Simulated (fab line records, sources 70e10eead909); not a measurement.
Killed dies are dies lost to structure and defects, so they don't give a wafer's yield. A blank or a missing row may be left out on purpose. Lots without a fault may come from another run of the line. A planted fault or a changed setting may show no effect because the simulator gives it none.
fab line records | flow nand_harc | part 2 of 2: steps 30 to 42 of 42
record lots=5 wafers=15 last_day=22
route steps=1159 shown HYBRID_BOND@1098 THIN_TSV@1101
lots that met no fault: from a run of the same line without faults
start_h: hours from the record's first day to the start of the lot's first wafer shown | wait_h: hours since the lot's step before | " the same as in the row above | L1.1+2: a row that stands for several wafers | - no value, or no start given | * or withheld: withheld | < > ~ a bound
route shown NAME@n: a module of which the file shows steps, and the number in the route of the first | usual: mean/standard deviation of fault-free wafers | same: alike in all rows | chamber/n: place in a boat | sites: the reading at each site | _std_site: their standard deviation | _edge_site: outer sites' mean less inner sites' | radius_mm: how far each site lies from the wafer's centre | mask NAME#n: copy n | behind: the tool/chamber that last shaped the wafer | hold: why the lot was held/for how many hours/how that ended | device: the transistor (n, p or np) that didn't switch | end of line: the same wafers' tests at the end of the route | a step without rows: its recipe alone | killed: dies lost to structure and defects at the first sort, not the wafer's yield | map: a wafer's dies, x killed, . not, _ none there
set.NAME: the setting as run; set.NAME@STEP: as run at that earlier step | model.NAME: the simulator's own value behind a step, which no gauge read
lots at some steps of the route; a table a step, a row a wafer
services: from which hour (start_h, from the record's first day; less than 0 if before it) a tool's chamber was out of use, for how many hours, and why
## steps
# step NHARC_THIN_TSV_DEGAS_49
# recipe temp_c=300 time_s=120
# usual heater_power_w=485/49
# columns lot.wafer tool chamber start_h wait_h heater_power_w
L076.4 pvd_sputter-02 - 431.34 0.1 458
L076.1 " - " " 437
L076.5 " - " " 560
L077.2 pvd_sputter-01 - 433.84 0.1 407
L077.3 " - " " 461
L077.6 " - " " 429
L078.2 pvd_sputter-01 - 451.47 0.2 483
L078.5 " - " " 473
L078.6 " - " " 509
L085.4 pvd_sputter-03 - 506.10 0.1 424
L085.5 " - " " 531
L085.6 " - " " 528
L090.2 pvd_sputter-02 - 522.76 0.1 461
L090.3 " - " " 469
L090.6 " - " " 455
# step NHARC_THIN_TSV_PRE_CLEAN_50
# recipe time_s=30 temp_c=280 gas=H2/He
# usual heater_power_w=425/43
# columns lot.wafer tool chamber start_h wait_h heater_power_w
L076.1 pvd_sputter-02 - - - 410
L076.4 " - " " 501
L076.5 " - " " 406
L077.2 pvd_sputter-01 - - - 434
L077.3 " - " " 375
L077.6 " - " " 442
L078.2 pvd_sputter-01 - - - 404
L078.5 " - " " 373
L078.6 " - " " 472
L085.4 pvd_sputter-03 - - - 456
L085.5 " - " " 465
L085.6 " - " " 471
L090.2 pvd_sputter-02 - - - 393
L090.3 " - " " 410
L090.6 " - " " 406
# step NHARC_THIN_TSV_PVD_19
# recipe target_thk_a=200 chamber_pressure_pa=5 material=TaN
# usual throttle_valve_pct=30.0/0.71
# columns lot.wafer tool chamber start_h wait_h throttle_valve_pct
L076.4 pvd_sputter-02 - - - 29.3
L076.1 " - " " 29.5
L076.5 " - " " 30.1
L077.2 pvd_sputter-01 - - - 31.7
L077.3 " - " " 30.3
L077.6 " - " " 29.2
L078.2 pvd_sputter-01 - - - 28.9
L078.6 " - " " 29.4
L078.5 " - " " 31.8
L085.4 pvd_sputter-03 - - - 29.9
L085.6 " - " " 29.7
L085.5 " - " " 30.4
L090.2 pvd_sputter-02 - - - 30.5
L090.3 " - " " 29.1
L090.6 " - " " 30.5
# step NHARC_THIN_TSV_PVD_51
# recipe target_thk_a=1000 chamber_pressure_pa=5 material=Cu
# usual throttle_valve_pct=30.0/0.68
# columns lot.wafer tool chamber start_h wait_h throttle_valve_pct
L076.1 pvd_sputter-02 - - - 29.5
L076.4 " - " " 30.4
L076.5 " - " " 30.9
L077.3 pvd_sputter-01 - - - 31.6
L077.2 " - " " 29.4
L077.6 " - " " 29.3
L078.2 pvd_sputter-01 - - - 31.7
L078.5 " - " " 29.1
L078.6 " - " " 31.7
L085.4 pvd_sputter-03 - - - 30.4
L085.5 " - " " 29.9
L085.6 " - " " 30.0
L090.2 pvd_sputter-02 - - - 29.0
L090.3 " - " " 30.4
L090.6 " - " " 29.1
# step NHARC_THIN_TSV_ECD_20
# recipe target_thk_a=20000 material=Cu
# columns lot.wafer tool chamber start_h wait_h
L076.1+4+5 ecd_cu-02 0,1,0 431.80 -
L077.2+3+6 ecd_cu-01 1 434.39 -
L078.2+6+5 ecd_cu-02 0,0,1 454.06 -
L085.4+6+5 ecd_cu-02 0,1,0 506.83 -
L090.2+3+6 ecd_cu-01 0,1,1 523.33 -
# step NHARC_THIN_TSV_ANNEAL_52
# recipe temp_c=225 time_s=90
# usual wafer_temp_C_max=225.7/0.31
# columns lot.wafer tool chamber start_h wait_h wafer_temp_C_max
L076.1 rtp_anneal-02 0 432.52 0.6 225.2
L076.4 " 0 " " 225.8
L076.5 " 0 " " 225.7
L077.2 rtp_anneal-02 0 435.08 0.6 225.3
L077.3 " 0 " " 225.3
L077.6 " 0 " " 225.3
L078.2 rtp_anneal-01 0 454.83 0.7 225.9
L078.5 " 0 " " 226.2
L078.6 " 0 " " 226.2
L085.4 rtp_anneal-01 0 507.42 0.5 226.2
L085.5 " 0 " " 226.5
L085.6 " 0 " " 226.2
L090.2 rtp_anneal-01 0 524.01 0.6 225.9
L090.3 " 0 " " 226.2
L090.6 " 0 " " 225.9
# step NHARC_THIN_TSV_CMP_21
# recipe t_overpolish_s=30 target_thk_nm=2000
# usual edge_zone_pressure_frac=1.000/0.005 motor_current_A=12.2/1.1 overpolish_run_s=30.001/0.0095
# columns lot.wafer tool chamber start_h wait_h edge_zone_pressure_frac motor_current_A overpolish_run_s
L076.4 cmp-03 2 432.90 - 1.010 11.8 30.023
L076.1 " 3 " " 1.006 13.7 29.999
L076.5 " 1 " " 0.998 11.5 30.001
L077.3 cmp-04 3 435.38 - 1.001 11.1 29.999
L077.2 " 1 " " 1.003 10.9 30.001
L077.6 " 0 " " 1.000 14.0 30.009
L078.2 cmp-04 1 455.21 - 0.998 10.7 29.984
L078.6 " 2 " " 1.000 12.4 29.997
L078.5 " 3 " " 1.005 10.9 30.014
L085.4 cmp-02 3 507.64 - 0.997 10.7 29.998
L085.6 " 2 " " 1.003 12.3 29.996
L085.5 " 3 " " 1.000 11.3 30.003
L090.2 cmp-04 0 524.37 - 0.999 13.5 29.991
L090.3 " 1 " " 0.998 10.8 29.992
L090.6 " 2 " " 1.012 12.6 30.004
# step NHARC_THIN_TSV_SRD_23
# columns lot.wafer tool chamber start_h wait_h
L076.4+5+1 wet_bench-10 5,6,1 433.24 0.0
L077.3+6+2 wet_bench-10 2,5,7 435.74 0.0
L078.2+6+5 wet_bench-10 0,2,4 455.48 0.0
L085.6+5+4 wet_bench-10 5,0,1 507.98 0.0
L090.6+2+3 wet_bench-08 3,6,0 524.67 0.0
# step NHARC_THIN_TSV_DEGAS_53
# recipe temp_c=300 time_s=60
# usual heater_power_w=480/49
# columns lot.wafer tool chamber start_h wait_h heater_power_w
L076.1 pvd_sputter-03 - 433.36 0.1 533
L076.4 " - " " 548
L076.5 " - " " 451
L077.2 pvd_sputter-03 - 435.84 0.1 401
L077.3 " - " " 556
L077.6 " - " " 455
L078.2 pvd_sputter-02 - 455.58 0.1 484
L078.6 " - " " 477
L078.5 " - " " 447
L085.4 pvd_sputter-02 - 508.09 0.1 469
L085.5 " - " " 436
L085.6 " - " " 475
L090.2 pvd_sputter-01 - 524.76 0.1 456
L090.3 " - " " 428
L090.6 " - " " 456
# step NHARC_THIN_TSV_PRE_CLEAN_54
# recipe time_s=30 temp_c=280 gas=H2/He
# usual heater_power_w=425/44
# columns lot.wafer tool chamber start_h wait_h heater_power_w
L076.1 pvd_sputter-03 - 433.41 0.0 476
L076.4 " - " " 342
L076.5 " - " " 456
L077.2 pvd_sputter-03 - 435.91 0.1 463
L077.3 " - " " 398
L077.6 " - " " 460
L078.2 pvd_sputter-02 - 455.67 0.1 378
L078.6 " - " " 413
L078.5 " - " " 500
L085.4 pvd_sputter-02 - 508.15 0.1 397
L085.6 " - " " 415
L085.5 " - " " 388
L090.3 pvd_sputter-01 - 524.85 0.1 479
L090.2 " - " " 433
L090.6 " - " " 367
# step NHARC_THIN_TSV_PVD_55
# recipe target_thk_a=500 material=TiN
# columns lot.wafer tool chamber start_h wait_h
L076.4+1+5 pvd_sputter-03 - 433.49 0.0
L077.2+3+6 pvd_sputter-03 - 436.01 0.1
L078.2+6+5 pvd_sputter-02 - 455.77 0.1
L085.4+5+6 pvd_sputter-02 - 508.28 0.1
L090.2+3+6 pvd_sputter-01 - 524.96 0.1
# step NHARC_THIN_TSV_PVD_24
# recipe target_thk_a=8000 power_w=withheld chamber_pressure_pa=withheld substrate_temp_c=withheld time_s=withheld gas=Ar material=Al
# columns lot.wafer tool chamber start_h wait_h
L076.4+1+5 pvd_sputter-03 - 433.64 0.1
L077.2+3+6 pvd_sputter-03 - 436.14 0.1
L078.2+5+6 pvd_sputter-02 - 455.88 0.1
L085.4+5+6 pvd_sputter-02 - 508.48 0.2
L090.2+3+6 pvd_sputter-01 - 525.12 0.1
# step NHARC_THIN_TSV_DEHYDRATE_25
# recipe temp_c=150 time_s=120
# columns lot.wafer tool chamber start_h wait_h
L076.1+4+5 litho_track-07 0 434.06 -
L077.2+3+6 litho_track-07 0 436.55 -
L078.2+5+6 litho_track-02 0 456.29 -
L085.4+5+6 litho_track-05 0 508.79 -
L090.2+3+6 litho_track-05 0 525.48 -
## services
# columns tool chamber start_h hours kind
wet_bench-08 - 406.40 8.0 pm
cmp-04 - 407.49 4.0 pm
litho_track-05 - 412.00 7.0 pm
rie_diel-03 0 417.05 9.7 repair
pvd_sputter-03 - 418.19 5.3 repair
cmp-02 - 422.56 4.0 pm
wet_bench-10 - 423.20 8.0 pm
rie_diel-03 - 428.97 0.8 repair
pvd_sputter-03 - 431.64 1.4 repair
rie_diel-01 1 433.01 8.9 repair
cmp-03 - 436.45 0.8 repair
rie_diel-01 2 436.82 6.7 repair
rie_diel-03 1 442.17 2.5 repair
cmp-03 - 450.09 4.0 pm
ecd_cu-02 - 451.15 2.9 repair
plasma_asher-01 - 453.36 9.0 pm
pvd_sputter-03 - 458.00 10.0 pm
rie_diel-03 3 472.58 4.9 repair
rie_diel-03 0 479.40 12.8 repair
plasma_asher-01 - 483.68 0.7 repair
rie_diel-01 - 491.83 9.0 pm
pvd_sputter-01 - 514.05 10.0 pm
grinder-01 - 515.16 1.0 repair
plasma_asher-01 - 523.38 0.7 repair
